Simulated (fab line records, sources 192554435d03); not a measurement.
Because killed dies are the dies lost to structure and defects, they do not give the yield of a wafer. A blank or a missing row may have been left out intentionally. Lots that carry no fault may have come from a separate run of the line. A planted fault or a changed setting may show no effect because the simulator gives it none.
fab line records	flow n5_finfet
record: lots: 4	wafers: 12	last_day: 17
route steps=1938 shown GATE_CUT@511 MOL_CONTACT_COAG@517 BEOL_M4@1111 PASSIVATION@1936
lots that met no fault: from a run of the same line without faults
start_h: start of the lot's first displayed wafer, in hours after the record's first day	wait_h: hours from the lot's prior step to this one	" the same as in the row above	L1.1+2: a single row standing in for several wafers	- no value, or no start given	* or withheld: withheld	< > ~ a bound
route shown NAME@n: a module of which the file shows steps, and the number in the route of the first	usual: average and standard deviation across the fault-free wafers	same: alike in all rows	chamber/n: place in a boat	sites: readings site by site	_std_site: the values' standard deviation	_edge_site: mean of outer sites minus mean of inner sites	radius_mm: for every site, how far away it sits from the centre of the wafer	mask NAME#n: copy n	behind: the most recent tool/chamber to have shaped the wafer	hold: the reason the lot was held/the length of the hold in hours/how it ended	device: the transistor (n, p or np) that didn't switch	end of line: the route-end tests of the same wafers	where a step has no rows: the recipe by itself	killed: count of dies lost to structure and defects at first sort (not the wafer's yield)	map: dies across one wafer; x = killed, . = not, _ = none there
set.NAME: the setting that was run; set.NAME@STEP: the one run at that earlier step	model.NAME: the simulator's own value behind a step, which no gauge read
lots seen at some steps along the route; tables by step, rows by wafer
services: from which hour (start_h, from the record's first day; less than 0 if before it) a tool's chamber was out of use, for how many hours, and why
== steps ==
step: N5_GATE_CUT_CMP_23
recipe: stop_on: SiO2	t_overpolish_s: 23.4	post_cmp_clean: alkaline_brush	down_force_psi: 2.5	platen_rpm: 51.8	pad_velocity_m_s: 1.0307	target_thk_nm: 16
step: N5_GATE_CUT_CMP_43
recipe: material: SiO2	post_cmp_clean: rinse_only
step: N5_GATE_CUT_CMP_61
recipe: stop_on: SiNx	t_overpolish_s: 3	post_cmp_clean: alkaline_brush	down_force_psi: 4	platen_rpm: 27.09	pad_velocity_m_s: 0.539
step: N5_MOL_CONTACT_COAG_COAT_103
recipe: resist: SOC	temp_c: 250	time_s: 60	spin_rpm: 1500	resist_thk_nm: 80
step: N5_MOL_CONTACT_COAG_COAT_104
recipe: resist: SiARC	temp_c: 220	time_s: 60	spin_rpm: 1500	resist_thk_nm: 12
step: N5_MOL_CONTACT_COAG_COAT_58
recipe: resist: underlayer	temp_c: 205	time_s: 60	spin_rpm: 1500	resist_thk_nm: 10
step: N5_MOL_CONTACT_COAG_COAT_02
recipe: resist: CAR-EUV	spin_rpm: 1500	resist_thk_nm: 30
step: N5_MOL_CONTACT_COAG_EBR_04
recipe: solvent: PGMEA	ebr_width_mm: 1.5
step: N5_MOL_CONTACT_COAG_SOFTBAKE_03
recipe: temp_c: 110	time_s: 60	resist: CAR-EUV
step: N5_MOL_CONTACT_COAG_EXPOSE_05
recipe: mask_id: CA	na: 0.33	source_shape: annular	sigma_inner: 0.4	sigma_outer: 0.8	polarization: unpolarized	defocus_nm: 0	dose_mj: 38.25
usual: exposure_dose_mJ_cm2: 38.26/0.21
lot.wafer	tool	chamber	start_h	wait_h	mask	exposure_dose_mJ_cm2
L558.1	euv_scanner-02	0	176.28	-	CA#0	38.58
L558.3	"	0	"	"	CA#0	38.54
L558.5	"	0	"	"	CA#0	38.58
L560.2	euv_scanner-01	0	186.52	-	CA#0	38.09
L560.3	"	0	"	"	CA#0	38.16
L560.4	"	0	"	"	CA#0	38.16
L566.1	euv_scanner-01	0	212.65	-	CA#0	33.69
L566.4	"	0	"	"	CA#0	33.75
L566.6	"	0	"	"	CA#0	33.74
L569.2	euv_scanner-01	0	230.15	-	CA#0	34.56
L569.3	"	0	"	"	CA#0	34.56
L569.6	"	0	"	"	CA#0	34.57
step: N5_MOL_CONTACT_COAG_PEB_06
recipe: peb_temp_c: 100	peb_time_s: 60	resist: CAR-EUV
step: N5_MOL_CONTACT_COAG_DEVELOP_07
recipe: develop_time_s: 30	developer: TMAH	resist: CAR-EUV	rinse_liquid: surfactant_rinse	dry: air_spin	dev_temp_c: 23
step: N5_MOL_CONTACT_COAG_CD_MEAS_08
recipe: target_cd_nm: 28	landing_energy_ev: 500	detector: se_inlens	polarity: opening
usual: cd_nm: 28.19/0.27
same: landing_energy_ev: 500
lot.wafer	tool	chamber	start_h	wait_h	cd_nm
L558.1	cd_sem-03	0	176.41	-	28.54
L558.3	"	0	"	"	28.16
L558.5	"	0	"	"	27.62
L560.2	cd_sem-02	0	186.64	-	28.14
L560.3	"	0	"	"	28.14
L560.4	"	0	"	"	27.77
L566.1	cd_sem-02	0	212.78	-	25.06
L566.4	"	0	"	"	25.15
L566.6	"	0	"	"	25.03
L569.2	cd_sem-03	0	230.28	-	26.03
L569.3	"	0	"	"	26.06
L569.6	"	0	"	"	25.96
step: N5_MOL_CONTACT_COAG_DESCUM_13
recipe: chemistry: O2	time_s: 7	source_power_w: 50	bias_power_w: 20	pressure_mtorr: 20	rf_frequency_hz: 2.712e+07	temp_c: 40	resist: CAR-EUV	o2_flow_sccm: 225
step: N5_MOL_CONTACT_COAG_ETCH_59
recipe: chemistry: N2/H2	target: underlayer	target_depth_a: 130	mask_material: CAR-EUV	time_s: 10.4	ion_energy_ev: 200	pressure_mtorr: 30	source_w: 840	bias_w: 150	n2_flow_sccm: 200	h2_flow_sccm: 200	ends: cleared
usual: drypump_motor_current_A: 5.6/0.43	etch_rf_on_time_s: 10.4/0.41	oes_product_au: 0.68/0.084	rf_fwd_power_W: 819.4/2.7	rf_vpp_V: 524.2/1.7	showerhead_plenum_p_Torr: 2.55/0.057	throttle_valve_pct: 17.97/0.23
lot.wafer	tool	chamber	start_h	wait_h	drypump_motor_current_A	etch_rf_on_time_s	oes_product_au	rf_fwd_power_W	rf_hours_counter_h	rf_vpp_V	showerhead_plenum_p_Torr	throttle_valve_pct	model.MOL_CONTACT_COAG.cd_offset_nm
L558.1	rie_diel-03	1	176.57	0.0	6.3	10.7	0.70	819.9	76	523.9	2.57	17.88	0.2
L558.3	"	2	"	"	5.4	10.3	0.60	815.4	231	528.5	2.61	18.05	0
L558.5	"	0	"	"	5.8	11.0	0.56	817.8	-	522.2	2.51	17.99	0.2
L560.2	rie_diel-05	3	186.80	0.0	5.8	10.8	0.60	819.1	183	522.7	2.52	18.09	0.6
L560.3	"	1	"	"	5.3	10.3	0.78	819.7	18	523.8	2.63	18.18	0.2
L560.4	"	0	"	"	6.0	10.8	0.60	817.7	187	521.2	2.43	17.86	0.4
L566.1	rie_diel-03	0	212.94	0.0	5.8	11.0	0.82	823.5	3	522.0	2.50	17.52	-2.6
L566.4	"	2	"	"	5.4	10.5	0.59	820.8	247	527.2	2.60	18.08	-2.8
L566.6	"	1	"	"	6.3	10.9	0.68	826.3	-	525.8	2.57	17.90	-3
L569.2	rie_diel-04	2	230.55	0.0	5.5	10.0	0.76	825.4	43	522.8	2.50	18.04	-2.2
L569.3	"	0	"	"	4.8	10.0	0.71	817.9	94	525.4	2.53	17.48	-1.8
L569.6	"	0	"	"	4.8	10.0	0.70	819.2	-	525.2	2.53	17.47	-2
step: N5_MOL_CONTACT_COAG_ETCH_105
recipe: chemistry: CF4	target: SiARC	target_depth_a: 156	mask_material: CAR-EUV	time_s: 26	ion_energy_ev: 80	pressure_mtorr: 40	source_w: 545	bias_w: 36	Ar_flow_sccm: 100	cf4_flow_sccm: 100	ends: cleared
step: N5_MOL_CONTACT_COAG_ETCH_106
recipe: chemistry: N2/H2	target: SOC	target_depth_a: 800	overetch_a: 160	mask_material: SiARC	temp_c: 40	time_s: 120	ion_energy_ev: 200	pressure_mtorr: 30	source_w: 840	bias_w: 150	n2_flow_sccm: 200	h2_flow_sccm: 200
step: N5_MOL_CONTACT_COAG_STRIP_107
recipe: chemistry: N2/H2	temp_c: 40	n2_flow_sccm: 200	h2_flow_sccm: 200	rf_frequency_hz: 6e+07
step: N5_MOL_CONTACT_COAG_STRIP_108
recipe: chemistry: N2/H2	temp_c: 40	n2_flow_sccm: 200	h2_flow_sccm: 200	rf_frequency_hz: 6e+07
step: N5_MOL_CONTACT_COAG_CONTACT_ETCH_14
recipe: chemistry: C4F6/O2	target: SiO2	target_depth_a: 275	overetch_a: 85	mask_material: SOC	pressure_mtorr: 30	source_w: 370	bias_w: 185	Ar_flow_sccm: 300	C4F6_flow_sccm: 16	O2_flow_sccm: 10	time_s: 20	ion_energy_ev: 259.6
step: N5_MOL_CONTACT_COAG_STRIP_109
recipe: chemistry: C4F6/O2	resist: SiARC	rf_frequency_hz: 6e+07
step: N5_MOL_CONTACT_COAG_ETCH_15
recipe: chemistry: CH3F/O2	target: SiNx	target_depth_a: 70	mask_material: SOC	stop_on: Si:P	over_etch_frac: 0.75	ion_energy_ev: 120	pressure_mtorr: 30	source_w: 395	bias_w: 73	Ar_flow_sccm: 150	CH3F_flow_sccm: 30	O2_flow_sccm: 20
step: N5_MOL_CONTACT_COAG_ETCH_110
recipe: chemistry: CF4/O2	target: Si	target_depth_a: 25	time_s: 8	pressure_mtorr: 100	source_w: 200	bias_w: 12	ion_energy_ev: 60	Ar_flow_sccm: 100	cf4_flow_sccm: 100	O2_flow_sccm: 10
usual: drypump_motor_current_A: 5.6/0.43	oes_product_au: 0.80/0.098	rf_fwd_power_W: 198.2/0.83	rf_vpp_V: 127/3.2	showerhead_plenum_p_Torr: 2.22/0.049	throttle_valve_pct: 10.77/0.25
lot.wafer	tool	chamber	start_h	wait_h	drypump_motor_current_A	oes_product_au	rf_fwd_power_W	rf_hours_counter_h	rf_vpp_V	showerhead_plenum_p_Torr	throttle_valve_pct	model.MOL_CONTACT_COAG.cd_offset_nm
L558.1	rie_diel-03	1	176.81	0.0	6.4	0.81	198.9	76	134	2.24	10.64	0
L558.3	"	2	"	"	5.4	0.70	199.4	231	130	2.28	11.16	0
L558.5	"	0	"	"	5.8	0.65	196.7	-	122	2.21	11.14	-0.2
L560.2	rie_diel-05	3	187.04	0.0	5.8	0.70	199.0	183	126	2.22	11.16	0.4
L560.3	"	1	"	"	5.3	0.92	197.1	18	123	2.27	10.59	0.2
L560.4	"	0	"	"	5.9	0.70	198.3	187	125	2.12	10.91	0.2
L566.1	rie_diel-03	0	213.18	0.0	5.8	0.96	196.9	3	122	2.21	10.43	-2.2
L566.4	"	2	"	"	5.3	0.68	199.6	247	131	2.27	11.19	-2.6
L566.6	"	1	"	"	6.3	0.80	198.3	-	133	2.23	10.67	-2.8
L569.2	rie_diel-04	2	230.79	0.0	5.5	0.89	198.5	43	126	2.15	10.59	-2.6
L569.3	"	0	"	"	4.8	0.81	198.9	94	130	2.24	10.60	-1.4
L569.6	"	0	"	"	4.8	0.83	197.9	-	129	2.24	10.61	-1.6
step: N5_MOL_CONTACT_COAG_STRIP_98
recipe: chemistry: N2/H2	power_w: 500	temp_c: 40	pressure_mtorr: 50	rf_frequency_hz: 6e+07	overash_fraction: 0.3	bias_power_w: 8	h2_frac: 0.5	n2_flow_sccm: 300	h2_flow_sccm: 300
step: N5_MOL_CONTACT_COAG_CD_MEAS_99
recipe: target_cd_nm: 17.2	polarity: opening
usual: cd_nm: 17.3/0.44
lot.wafer	tool	chamber	start_h	wait_h	cd_nm
L558.1	cd_sem-02	-	176.93	-	17.2
L558.3	"	-	"	"	17.2
L558.5	"	-	"	"	16.8
L560.2	cd_sem-02	-	187.16	-	17.7
L560.3	"	-	"	"	17.0
L560.4	"	-	"	"	17.0
L566.1	cd_sem-02	-	213.30	-	14.9
L566.4	"	-	"	"	14.1
L566.6	"	-	"	"	14.3
L569.2	cd_sem-03	-	230.91	-	14.6
L569.3	"	-	"	"	16.0
L569.6	"	-	"	"	15.4
step: N5_MOL_CONTACT_COAG_IMPLANT_129
recipe: species: Ge	energy_kev: 3	dose_cm2: 6e+14	tilt_deg: 0	rotation_deg: 0
step: N5_MOL_CONTACT_COAG_PRECLEAN_111
recipe: chemistry: NF3:NH3	afs_cycles: 1	temp_c: 30	time_s: 20	sublimation_temp_c: 180	sublimation_time_s: 60	pressure_torr: 3	rf_power_w: 30
step: N5_MOL_CONTACT_COAG_TI_SIL_19
recipe: material: Ti	target_thk_a: 42	temp_c: 200	chamber_pressure_pa: 5	power_w: 5000	time_s: 15
step: N5_MOL_CONTACT_COAG_ALD_20
recipe: material: TiN	target_thk_a: 15	temp_c: 400	ald_precursor_family: TiCl4	ald_co_reactant: NH3	pulse_time_s: 1	purge_time_s: 3	co_reactant_purge_time_s: 2	co_reactant_pulse_time_s: 2	ald_cycles: 68	pressure_torr: 3
step: N5_MOL_CONTACT_COAG_SIL_ANNEAL_21
recipe: temp_c: 550	time_s: 60	ambient: N2
step: N5_MOL_CONTACT_COAG_PRE_CLEAN_141
recipe: gas: H2/He	time_s: 60	temp_c: 300
step: N5_MOL_CONTACT_COAG_SPUTTER_143
recipe: material: Co	target_thk_a: 25	temp_c: 25	chamber_pressure_pa: 0.2
step: N5_MOL_CONTACT_COAG_CO_FILL_22
recipe: material: Co	target_thk_a: 200	temp_c: 200	precursor: CCTBA/H2	pressure_torr: 30
step: N5_MOL_CONTACT_COAG_ANNEAL_113
recipe: temp_c: 400	time_s: 300	ambient: H2/N2
step: N5_MOL_CONTACT_COAG_PRE_CLEAN_142
recipe: gas: H2/He	time_s: 60	temp_c: 300
step: N5_MOL_CONTACT_COAG_SPUTTER_130
recipe: material: Co	target_thk_a: 475	temp_c: 25	chamber_pressure_pa: 0.5	power_w: 3000
step: N5_MOL_CONTACT_COAG_PRECLEAN_125
recipe: chemistry: DIW	time_s: 57.5	temp_c: 23
step: N5_BEOL_M4_RC_MEAS_101
usual: DIBL_N: 36.0/2	DIBL_P: 35.9/2.5	IOFF_N: 0.16/0.038	IOFF_P: 0.21/0.04	ION_N: 675/14	ION_P: 462/9.4	RC_DENSE_N: 18.8/0.67	RC_DENSE_P: 23.6/0.84	RC_N: 15.4/0.53	RC_P: 19.2/0.69	SS_N: 71.5/0.75	SS_P: 73.2/0.74	VT_N: 250/3.9	VT_P: -251/3.2
lot.wafer	tool	chamber	start_h	wait_h	DIBL_N[mV/V]	DIBL_P[mV/V]	IOFF_N[nA/um]	IOFF_P[nA/um]	ION_N[uA/um]	ION_P[uA/um]	RC_DENSE_N[ohm.um]	RC_DENSE_P[ohm.um]	RC_N[ohm.um]	RC_P[ohm.um]	SS_N[mV/dec]	SS_P[mV/dec]	VT_N[mV]	VT_P[mV]
L558.1	prober-01	0	249.48	0.0	35.1	35.8	0.15	0.17	678	465	19.3	24.2	15.9	19.8	70.9	72.8	249	-254
L558.3	"	0	"	"	36.9	37.5	0.18	0.20	678	464	19.7	24.7	16.2	20.0	71.6	73.8	246	-254
L558.5	"	0	"	"	37.2	38.8	0.17	0.21	688	463	19.9	25.0	16.0	20.2	71.5	73.6	249	-255
L560.2	prober-02	0	268.32	0.2	36.9	36.9	0.18	0.22	697	472	18.8	23.5	15.4	19.3	71.6	73.8	246	-252
L560.3	"	0	"	"	32.7	33.5	0.11	0.17	658	455	19.1	23.7	15.7	19.5	71.0	72.2	254	-252
L560.4	"	0	"	"	35.4	36.4	0.16	0.22	678	463	18.8	23.1	15.2	18.9	71.3	73.5	250	-251
L566.1	prober-01	0	276.56	0.0	35.5	36.7	0.14	0.21	674	470	23.6	29.7	19.0	24.0	70.7	73.0	253	-249
L566.4	"	0	"	"	36.1	37.4	0.15	0.21	670	465	24.7	31.0	20.1	25.1	71.4	73.4	250	-250
L566.6	"	0	"	"	34.8	36.1	0.13	0.19	664	460	25.1	31.4	20.4	25.6	71.2	73.0	255	-250
L569.2	prober-01	0	311.46	0.2	38.3	37.2	0.19	0.21	683	461	24.0	30.5	19.1	24.1	72.3	74.2	249	-253
L569.3	"	0	"	"	38.4	37.9	0.19	0.23	670	456	21.6	27.3	17.5	21.8	72.2	74.6	250	-250
L569.6	"	0	"	"	36.5	35.5	0.15	0.18	662	448	21.6	27.1	17.5	22.0	71.5	72.7	254	-251
step: N5_PASSIVATION_PROBE_49
usual: defect_limited_yield: 91.3/1.5	killed_at_M0_to_M3: 33/12	killed_at_M4_up: 15/5.2	killed_at_contacts: 12/5.1	killed_at_front_end: 39/11	killed_at_other: 5/3.6	killed_dies: 103/18	killed_open: 67/13	killed_short: 33/7.8	sort_bin_5_function: 5.1/0.96	sort_bin_6_memory: 3.2/0.71	sort_n_pass: 1077/18	sort_yield_pct: 91.3/1.5
same: gross_dies: 1180	killed_at_back_side: 0	sort_bin_4_leakage[%]: 0	sort_bin_8_speed[%]: 0
lot.wafer	tool	chamber	start_h	wait_h	defect_limited_yield[%]	killed_at_M0_to_M3	killed_at_M4_up	killed_at_contacts	killed_at_front_end	killed_at_other	killed_dies	killed_open	killed_short	sort_bin_5_function[%]	sort_bin_6_memory[%]	sort_n_pass	sort_yield_pct[%]
L560.2	prober-02	-	364.56	0.1	91.1	31	17	2	53	2	105	73	32	5.1	3.5	1075	91.1
L560.3	prober-02	-	364.61	0.1	90.0	40	7	8	63	0	118	79	36	6.3	3.3	1062	90.0
L560.4	prober-02	-	364.66	0.2	89.9	26	8	16	66	3	119	86	33	7.0	2.7	1061	89.9
L566.1	prober-02	-	379.33	0.0	81.8	19	26	144	25	1	215	59	25	11.8	5.6	965	81.8
L566.4	prober-02	-	379.48	0.2	80.2	28	16	143	45	2	234	72	35	12.9	6.6	946	80.2
L566.6	prober-02	-	379.58	0.3	82.2	35	12	137	26	0	210	60	25	11.1	5.8	970	82.2
L569.2	prober-02	-	415.98	0.1	90.0	26	13	41	31	7	118	63	30	5.8	3.9	1062	90.0
L569.3	prober-02	-	416.03	0.1	90.5	27	15	31	34	5	112	73	25	5.4	3.2	1068	90.5
L569.6	prober-02	-	416.18	0.3	89.4	32	12	41	34	6	125	72	27	5.7	3.7	1055	89.4
killed by level:class
L560.2 FIN_SAQP:geometric_particle:open=15 BEOL_M3:geometric_particle:open=11 FIN_SAQP:geometric_particle:short=9 STI_FIN_REVEAL:geometric_particle:open=7 DUMMY_GATE:geometric_particle:open=7 BEOL_M4:geometric_particle:open=7 BEOL_M0_SAQP:geometric_particle:short=5 STARTING-WAFER:geometric_particle:open=5
L560.3 STI_FIN_REVEAL:geometric_particle:open=21 BEOL_M0_SAQP:geometric_particle:open=17 FIN_SAQP:geometric_particle:open=15 FIN_SAQP:geometric_particle:short=10 BEOL_M0_SAQP:geometric_particle:short=10 MOL_CONTACT_COAG:geometric_particle:open=7 BEOL_M3:geometric_particle:open=5 DUMMY_GATE:geometric_particle:open=3
L560.4 STI_FIN_REVEAL:geometric_particle:open=27 MOL_CONTACT_COAG:geometric_particle:open=13 FIN_SAQP:geometric_particle:open=12 FIN_SAQP:geometric_particle:short=8 BEOL_M3:geometric_particle:open=8 BEOL_M0_SAQP:geometric_particle:short=5 STI_FIN_REVEAL:geometric_particle:short=4 BEOL_M3:geometric_particle:short=4
L566.1 MOL_CONTACT_COAG:area_expose=129 MOL_CONTACT_COAG:geometric_particle:open=12 BEOL_M4:geometric_particle:open=10 GATE_CUT:geometric_particle:short=8 STI_FIN_REVEAL:geometric_particle:open=6 BEOL_M1:geometric_particle:open=6 BEOL_M2:geometric_particle:open=4 ILD0:geometric_particle:open=3
L566.4 MOL_CONTACT_COAG:area_expose=126 MOL_CONTACT_COAG:geometric_particle:open=15 BEOL_M1:geometric_particle:open=14 BEOL_M4:geometric_particle:open=9 GATE_CUT:geometric_particle:short=8 FIN_SAQP:geometric_particle:short=6 STI_FIN_REVEAL:geometric_particle:open=6 STARTING-WAFER:geometric_particle:short=6
L566.6 MOL_CONTACT_COAG:area_expose=123 MOL_CONTACT_COAG:geometric_particle:open=13 BEOL_M2:geometric_particle:open=10 BEOL_M1:geometric_particle:open=9 BEOL_M0_SAQP:geometric_particle:open=7 BEOL_M4:geometric_particle:open=6 STARTING-WAFER:geometric_particle:short=6 DUMMY_GATE:geometric_particle:open=4
L569.2 MOL_CONTACT_COAG:area_expose=24 MOL_CONTACT_COAG:geometric_particle:open=15 FIN_SAQP:geometric_particle:short=9 FIN_SAQP:geometric_particle:open=8 STARTING-WAFER:geometric_particle:short=5 BEOL_M0_SAQP:geometric_particle:open=5 BEOL_M3:geometric_particle:open=5 BEOL_M0_SAQP:geometric_particle:short=4
L569.3 MOL_CONTACT_COAG:geometric_particle:open=15 BEOL_M3:geometric_particle:open=14 MOL_CONTACT_COAG:area_expose=12 FIN_SAQP:geometric_particle:open=9 STI_FIN_REVEAL:geometric_particle:open=7 BEOL_M0_SAQP:geometric_particle:open=7 BEOL_M4:geometric_particle:open=7 FIN_SAQP:geometric_particle:short=6
L569.6 MOL_CONTACT_COAG:geometric_particle:open=21 MOL_CONTACT_COAG:area_expose=18 FIN_SAQP:geometric_particle:open=9 BEOL_M0_SAQP:geometric_particle:short=9 BEOL_M2:geometric_particle:open=7 HKMG_FIN:area_etch=7 BEOL_M3:geometric_particle:open=6 BEOL_M0_SAQP:geometric_particle:open=5
map L566.4 (x killed, . not)
_________________......x.....________________
______________........x..x..x..._____________
___________..x....x...xx.....xx.x..__________
__________............x..x........x._________
________x...x.....x.........x...x....x_______
_______.xxxx.......xx........x.xxx....x______
______.....x.....x...x....x...........xx_____
_____x.x.......x..................xx....x____
____....x...xx...x.......xx....x.x..x.....___
___..........xx..x.x.........x...x......x..__
___.....x.x..x.x.xx....x..xx..x..xx......x.__
__....x.............x.....x..x.....x....xx.._
__...x....x.xx....x.x.....xx.....x.........._
_x......x.......x......................xxx...
_x......x...x..........x.x..x........x....x..
_xxx...x.....x......x..x......x.......xx.x.x.
_...x...............x..x.x.........x...xx...x
_xx.........x..xx...xx......x.x.....xx.x.....
_..x..x.......x..............xx.....x....x...
_..x.x.....xx.....x........x.......x.x.......
_xx.......x.............xx..x...x.....x..x...
__....x..x..................x..x...........x_
__x.x........x........x........x.x.x........_
___..x....x.......x....xxx.....x.......x...__
___x..x...........x.....xx..x......x..x.x..__
____.....x.xx...x......x..x........x.....x___
_____.......x..x.....xx.......x.x....x..x____
______......x.......x....x.x......x....._____
_______........x..x........x..........x______
________xxx....x.x............x...x.x._______
__________....x.......x...x....x...x_________
___________x..x.........xx....x....__________
______________.....x..x...x....._____________
_________________.......x....________________
map L569.6 (x killed, . not)
_________________x...........________________
______________......x.......x..._____________
___________..................x.....__________
__________.....x.........x.........._________
________...xx...x...x................._______
_______x......x................x......x______
______.........x........................_____
_____..............................x.....____
____.............x............xx.xx.....x.___
___x..........xx...x...............x.......__
___x..............x......xx................__
__.x..........x............................._
__.x.x..........................x.......x.x._
_........x...x..............x...x.x.x........
_.......x........x..x...x......x...........x.
_..x..........x....x......x...............x..
_.......................x....................
_.........x...................x....x..x......
_.x................x.................xxx.....
_..x...x.......x.....x........x..x...x.......
_......................x.x...............x...
__.............x..x.......x........xx......._
__..x.x...........x...x....................._
___........x..x..xx.....x.x............x...__
___..xx..x...x.x........x..................__
____.x...x...........x.x.x.xx........x....___
_____.....................x..............____
______..x......x.x......x..............._____
_______..x....x.......x..x.............______
________...x................x..xx....._______
__________...........x...........x.._________
___________......................x.__________
______________.................x_____________
_________________...x.x....x.________________
== services ==
tool	chamber	start_h	hours	kind
euv_scanner-01	-	158.93	0.9	repair
euv_scanner-02	-	162.88	0.2	repair
rie_diel-04	2	169.75	12.7	repair
euv_scanner-01	-	173.25	5.0	repair
euv_scanner-02	-	178.22	1.0	pm
rie_diel-03	0	180.04	-	clean
rie_diel-03	0	180.04	-	consumable_replace:focus_ring
rie_diel-03	0	180.04	25.4	scheduled_down
rie_diel-03	0	180.04	25.4	vent_cycle
euv_scanner-01	-	192.31	1.0	pm
euv_scanner-02	-	199.84	9.9	repair
rie_diel-04	2	205.62	6.8	repair
euv_scanner-01	0	210.87	-	calibration
rie_diel-03	2	222.26	-	clean
rie_diel-03	2	222.26	-	consumable_replace:focus_ring
rie_diel-03	2	222.26	19.4	scheduled_down
rie_diel-03	2	222.26	19.4	vent_cycle
rie_diel-04	3	229.79	-	clean
rie_diel-04	3	229.79	-	consumable_replace:focus_ring
rie_diel-04	3	229.79	18.8	scheduled_down
rie_diel-04	3	229.79	18.8	vent_cycle
euv_scanner-02	-	230.15	1.0	pm
== key ==
first_sign: step: N5_MOL_CONTACT_COAG_EXPOSE_05	reading: exposure_dose_mJ_cm2	direction: down	sigmas: 20	usual: 38.26	struck: 34.14
effect: step: N5_MOL_CONTACT_COAG_CD_MEAS_08	reading: cd_nm	direction: down	sigmas: 9.8	usual: 28.19	struck: 25.54	through: control_loop
effect: step: N5_MOL_CONTACT_COAG_CD_MEAS_99	reading: cd_nm	direction: down	sigmas: 5.6	usual: 17.3	struck: 14.9	through: control_loop
effect: step: N5_BEOL_M4_RC_MEAS_101	reading: RC_DENSE_P	direction: up	sigmas: 7	usual: 23.6	struck: 29.5
effect: step: N5_BEOL_M4_RC_MEAS_101	reading: RC_DENSE_N	direction: up	sigmas: 6.9	usual: 18.8	struck: 23.4
effect: step: N5_BEOL_M4_RC_MEAS_101	reading: RC_N	direction: up	sigmas: 6.7	usual: 15.4	struck: 18.9
effect: step: N5_BEOL_M4_RC_MEAS_101	reading: RC_P	direction: up	sigmas: 6.6	usual: 19.2	struck: 23.8
effect: step: N5_PASSIVATION_PROBE_49	reading: killed_at_contacts	direction: up	sigmas: 15	usual: 12	struck: 90
model_effect: step: N5_MOL_CONTACT_COAG_ETCH_59	value: MOL_CONTACT_COAG.cd_offset_nm	without: 0.1333	struck: -2.4
model_effect: step: N5_MOL_CONTACT_COAG_ETCH_110	value: MOL_CONTACT_COAG.cd_offset_nm	without: 0.3	struck: -2.2
more_kills_born_at: N5_MOL_CONTACT_COAG_EXPOSE_05@euv_scanner-01: 432
met_at N5_MOL_CONTACT_COAG_EXPOSE_05
struck_wafers L566.1,L566.4,L566.6,L569.2,L569.3,L569.6
loop_trim: step: N5_MOL_CONTACT_COAG_EXPOSE_05	setting: dose	lots: L569
onset_between 186.52 212.65
fault: kind: process_parameter_drift	tool: euv_scanner-01	chamber: -	onset_h: 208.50	steps: N5_MOL_CONTACT_COAG_EXPOSE_05	channel: dose_mj	offset: -4.3947	shape: step	acts_in: these_recipes_only	stated: 38.25
loop_trim: a control loop set the setting to another value than it would have without faults
